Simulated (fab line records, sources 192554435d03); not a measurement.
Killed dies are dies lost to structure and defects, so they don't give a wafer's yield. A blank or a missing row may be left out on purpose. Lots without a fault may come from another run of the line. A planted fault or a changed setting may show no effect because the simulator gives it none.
fab line records | flow n5_finfet | part 2 of 2: steps 5 to 6 of 6
record lots=22 wafers=66 last_day=17
route steps=1938 shown BEOL_M6@1248 BEOL_M7@1279
lots that met no fault: from a run of the same line without faults
start_h: hours from the record's first day to the start of the lot's first wafer shown | wait_h: hours since the lot's step before | " the same as in the row above | L1.1+2: a row that stands for several wafers | - no value, or no start given | * or withheld: withheld | < > ~ a bound
route shown NAME@n: a module of which the file shows steps, and the number in the route of the first | usual: mean/standard deviation of fault-free wafers | same: alike in all rows | chamber/n: place in a boat | sites: the reading at each site | _std_site: their standard deviation | _edge_site: outer sites' mean less inner sites' | radius_mm: how far each site lies from the wafer's centre | mask NAME#n: copy n | behind: the tool/chamber that last shaped the wafer | hold: why the lot was held/for how many hours/how that ended | device: the transistor (n, p or np) that didn't switch | end of line: the same wafers' tests at the end of the route | a step without rows: its recipe alone | killed: dies lost to structure and defects at the first sort, not the wafer's yield | map: a wafer's dies, x killed, . not, _ none there
set.NAME: the setting as run; set.NAME@STEP: as run at that earlier step | model.NAME: the simulator's own value behind a step, which no gauge read
steps of the route over a sample of lots; a table a step, a row a wafer
services: from which hour (start_h, from the record's first day; less than 0 if before it) a tool's chamber was out of use, for how many hours, and why
## steps
# step N5_BEOL_M7_ETCH_41
# recipe chemistry=CH3F/O2 target=SiCN target_depth_a=319 taper_deg=2 time_s=57.8 ion_energy_ev=120 mask_material=TiN pressure_mtorr=30 source_w=395 bias_w=75 Ar_flow_sccm=150 CH3F_flow_sccm=30 O2_flow_sccm=20
# usual drypump_motor_current_A=5.53/0.26 oes_product_au=0.80/0.087 rf_vpp_V=297.6/1.5 showerhead_plenum_p_Torr=2.01/0.071 throttle_valve_pct=16.27/0.27
# columns lot.wafer tool chamber start_h wait_h drypump_motor_current_A oes_product_au rf_hours_counter_h rf_vpp_V showerhead_plenum_p_Torr throttle_valve_pct
L074.1 rie_diel-06 1 - - 5.31 0.69 218 298.9 1.97 16.43
L074.2 " 2 " " 5.48 0.74 182 298.9 2.06 16.13
L074.5 " 3 " " 5.92 0.86 - 298.0 2.13 16.04
L075.1 rie_diel-06 3 - - 5.92 0.85 72 299.0 2.13 16.05
L075.2 " 2 " " 5.40 0.72 184 300.2 2.06 16.12
L075.3 " 1 " " 5.33 0.69 220 296.5 1.97 16.43
L077.2 rie_diel-01 2 - - 5.76 0.67 239 297.5 2.07 16.89
L077.3 " 0 " " 5.41 0.76 160 296.5 1.91 16.38
L077.5 " 3 " " 5.15 0.83 - 297.9 2.04 16.55
L078.2 rie_diel-06 2 - - 5.38 0.72 189 299.5 2.06 16.14
L078.3 " 1 " " 5.33 0.68 226 294.6 1.96 16.45
L078.6 " 0 " " 5.81 0.69 - 299.1 1.99 16.63
L080.4 rie_diel-02 2 - - 5.78 0.82 90 297.0 2.01 15.88
L080.5 " 1 " " 5.66 0.82 - 297.0 1.93 16.25
L080.6 " 2 " " 5.82 0.82 - 297.4 2.01 15.87
L079.1 rie_diel-06 1 - - 5.27 0.68 228 296.3 1.96 16.46
L079.4 " 3 " " 5.89 0.85 80 299.2 2.13 16.07
L079.6 " 3 " " 5.89 0.84 - 298.5 2.13 16.05
L081.3 rie_diel-01 3 - - 5.15 0.82 70 296.4 2.03 16.54
L081.4 " 2 " " 5.72 0.67 248 298.4 2.06 16.89
L081.5 " 3 " " 5.14 0.82 - 296.6 2.03 16.55
L082.1 rie_diel-01 0 - - 5.43 0.75 170 296.0 1.91 16.39
L082.2 " 1 " " 5.48 0.94 17 299.5 2.05 15.83
L082.6 " 1 " " 5.45 0.95 - 298.8 2.05 15.84
L083.2 rie_diel-06 0 - - 5.77 0.68 246 297.9 1.98 16.66
L083.4 " 2 " " 5.41 0.71 198 299.1 2.06 16.14
L083.6 " 3 " " 5.92 0.85 - 299.9 2.13 16.08
L084.1 rie_diel-01 3 - - 5.17 0.82 73 296.9 2.03 16.55
L084.2 " 2 " " 5.77 0.67 250 295.9 2.06 16.89
L084.6 " 0 " " 5.44 0.74 - 296.5 1.91 16.39
L085.1 rie_diel-02 3 - - 5.34 0.74 181 295.2 1.90 16.37
L085.5 " 1 " " 5.65 0.81 - 296.2 1.93 16.27
L085.6 " 0 " " 5.10 0.96 - 299.1 2.04 15.95
L089.1 rie_diel-02 3 - - 5.32 0.73 184 296.3 1.90 16.37
L089.3 " 0 " " 5.12 0.94 8 297.5 2.04 15.97
L089.4 " 2 " " 5.83 0.80 106 296.8 2.01 15.92
L086.1 rie_diel-06 2 - - 5.39 0.70 207 297.3 2.06 16.16
L086.2 " 3 " " 5.89 0.82 96 299.0 2.12 16.10
L086.4 " 3 " " 5.87 0.82 - 300.3 2.12 16.10
L088.1 rie_diel-01 2 - - 5.76 0.95 10 296.5 2.06 16.44
L088.4 " 3 " " 5.17 0.81 89 297.2 2.03 16.59
L088.5 " 0 " " 5.42 0.74 - 295.0 1.90 16.43
L090.3 rie_diel-06 2 - - 5.44 0.69 217 299.5 2.05 16.19
L090.5 " 3 " " 5.89 0.81 - 299.5 2.12 16.10
L090.6 " 2 " " 5.42 0.70 - 298.0 2.05 16.20
L092.2 rie_diel-02 3 - - 5.33 0.73 195 295.4 1.89 16.37
L092.4 " 0 " " 5.12 0.90 20 298.3 2.04 15.98
L092.6 " 2 " " 5.85 0.81 - 297.1 2.00 15.93
L091.1 rie_diel-01 3 - - 5.15 0.80 93 298.2 2.03 16.59
L091.4 " 0 " " 5.44 0.73 191 294.5 1.90 16.45
L091.5 " 2 " " 5.76 0.94 - 299.3 2.06 16.44
L093.1 rie_diel-01 3 - - 5.14 0.79 99 297.8 2.02 16.61
L093.4 " 0 " " 5.40 0.73 - 295.5 1.90 16.44
L093.6 " 2 " " 5.73 0.91 - 298.6 2.05 16.46
L094.1 rie_diel-02 3 - - 5.31 0.73 201 296.2 1.89 16.40
L094.2 " 2 " " 5.85 0.79 123 296.9 2.00 15.96
L094.6 " 0 " " 5.11 0.88 - 298.0 2.03 16.00
L097.1 rie_diel-01 1 - - 5.49 0.91 40 299.1 2.04 15.87
L097.2 " 2 " " 5.74 0.91 22 298.9 2.05 16.47
L097.3 " 3 " " 5.18 0.79 101 296.9 2.02 16.61
L095.3 rie_diel-02 0 - - 5.12 0.89 28 298.1 2.03 16.00
L095.5 " 2 " " 5.83 0.79 - 296.8 2.00 15.95
L095.6 " 3 " " 5.36 0.72 - 294.3 1.89 16.42
L096.1 rie_diel-06 2 - - 5.38 0.69 229 298.7 2.05 16.21
L096.4 " 3 " " 5.93 0.80 - 300.0 2.12 16.11
L096.6 " 2 " " 5.43 0.69 - 298.1 2.05 16.22
# step N5_BEOL_M7_DEP_56
# recipe material=SiCN target_thk_a=100 temp_c=withheld precursor=3MS/NH3 pressure_torr=3 rf_w=202 time_s=17.5
# usual chamber_pressure_Torr=2.999/0.0068 showerhead_plenum_p_Torr=3.664/0.016 throttle_valve_pct=8.9/0.39
# columns lot.wafer tool chamber start_h wait_h chamber_pressure_Torr showerhead_plenum_p_Torr throttle_valve_pct
L074.1 pecvd-01 1 193.47 0.0 2.999 3.655 9.3
L074.2 " 0 " " 3.004 3.662 9.2
L074.5 " 0 " " 3.006 3.666 9.3
L075.1 pecvd-02 1 199.35 0.0 2.990 3.672 9.5
L075.2 " 0 " " 3.001 3.691 8.9
L075.3 " 2 " " 3.004 3.672 8.0
L077.2 pecvd-04 0 207.46 0.0 3.002 3.678 8.7
L077.3 " 2 " " 3.004 3.625 8.7
L077.5 " 1 " " 2.995 3.667 8.8
L078.2 pecvd-01 1 216.88 0.0 2.994 3.664 9.5
L078.3 " 2 " " 3.011 3.668 8.9
L078.6 " 1 " " 2.998 3.661 9.4
L080.4 pecvd-02 2 223.87 0.0 2.989 3.662 8.2
L080.5 " 1 " " 3.010 3.672 9.1
L080.6 " 0 " " 2.987 3.685 9.0
L079.1 pecvd-01 0 224.19 0.0 3.000 3.670 9.1
L079.4 " 1 " " 2.999 3.658 9.4
L079.6 " 2 " " 2.985 3.669 8.7
L081.3 pecvd-04 2 235.45 0.0 2.993 3.632 8.7
L081.4 " 0 " " 3.009 3.676 8.5
L081.5 " 2 " " 2.998 3.619 8.7
L082.1 pecvd-04 0 242.63 0.0 2.999 3.676 8.7
L082.2 " 2 " " 3.003 3.632 8.9
L082.6 " 0 " " 3.004 3.679 8.8
L083.2 pecvd-04 2 247.59 0.0 2.999 3.625 8.8
L083.4 " 0 " " 3.008 3.674 8.6
L083.6 " 1 " " 2.999 3.665 8.5
L084.1 pecvd-04 1 247.82 0.0 2.998 3.671 8.7
L084.2 " 0 " " 3.001 3.676 8.7
L084.6 " 0 " " 2.997 3.682 8.5
L085.1 pecvd-04 1 268.76 0.0 2.999 3.668 9.0
L085.5 " 0 " " 2.998 3.679 8.4
L085.6 " 2 " " 2.997 3.631 8.7
L089.1 pecvd-01 1 278.75 0.0 3.002 3.655 9.4
L089.3 " 0 " " 2.999 3.664 9.0
L089.4 " 2 " " 2.995 3.668 8.9
L086.1 pecvd-04 0 279.29 0.0 2.991 3.674 8.5
L086.2 " 1 " " 2.995 3.660 9.1
L086.4 " 2 " " 2.992 3.618 8.6
L088.1 pecvd-01 0 301.83 0.0 3.004 3.664 9.2
L088.4 " 0 " " 2.993 3.666 9.3
L088.5 " 2 " " 3.002 3.667 8.8
L090.3 pecvd-01 1 305.09 0.0 2.993 3.666 9.4
L090.5 " 2 " " 2.999 3.673 8.6
L090.6 " 1 " " 3.007 3.659 9.6
L092.2 pecvd-01 2 309.25 0.0 2.993 3.675 8.9
L092.4 " 2 " " 2.984 3.681 9.0
L092.6 " 1 " " 3.010 3.658 9.5
L091.1 pecvd-02 0 309.53 0.0 3.001 3.690 9.1
L091.4 " 2 " " 3.000 3.673 8.2
L091.5 " 0 " " 2.995 3.690 9.1
L093.1 pecvd-02 0 331.59 0.0 3.012 3.682 8.7
L093.4 " 1 " " 3.007 3.663 9.2
L093.6 " 0 " " 3.001 3.688 9.2
L094.1 pecvd-01 2 336.56 0.0 2.996 3.674 9.1
L094.2 " 1 " " 2.993 3.661 9.6
L094.6 " 1 " " 2.994 3.662 9.4
L097.1 pecvd-02 0 337.98 0.0 3.005 3.688 8.8
L097.2 " 2 " " 3.010 3.663 8.1
L097.3 " 1 " " 3.001 3.665 9.5
L095.3 pecvd-01 0 339.47 0.0 2.996 3.663 9.2
L095.5 " 0 " " 2.995 3.672 9.3
L095.6 " 1 " " 3.002 3.662 9.1
L096.1 pecvd-02 2 342.73 0.0 3.003 3.662 8.2
L096.4 " 2 " " 2.994 3.668 8.0
L096.6 " 0 " " 3.012 3.695 9.1
## services
# columns tool chamber start_h hours kind
rie_diel-01 2 164.28 2.8 repair
cmp-04 - 179.59 0.5 repair
pecvd-04 - 217.39 1.0 repair
cmp-04 - 218.55 3.3 repair
cmp-01 - 225.54 12.0 repair
cmp-04 - 229.50 0.2 repair
cmp-04 - 231.14 4.0 pm
rie_diel-01 2 235.33 5.0 repair
rie_diel-02 1 243.32 8.0 repair
pecvd-01 - 245.54 0.4 repair
cmp-03 - 255.72 0.7 repair
pecvd-02 2 257.54 8.1 repair
pecvd-02 - 258.78 6.9 repair
pecvd-02 - 276.17 1.1 repair
cmp-03 - 284.42 4.0 pm
cmp-03 - 289.44 0.2 repair
cmp-04 - 291.07 1.2 repair
cmp-01 - 295.21 4.1 pm
pecvd-02 - 308.00 1.4 repair
cmp-04 - 309.07 2.0 repair
rie_diel-01 1 313.05 21.1 repair
cmp-03 - 324.48 4.0 pm
cmp-01 - 324.88 0.4 repair
rie_diel-06 3 342.18 7.7 repair
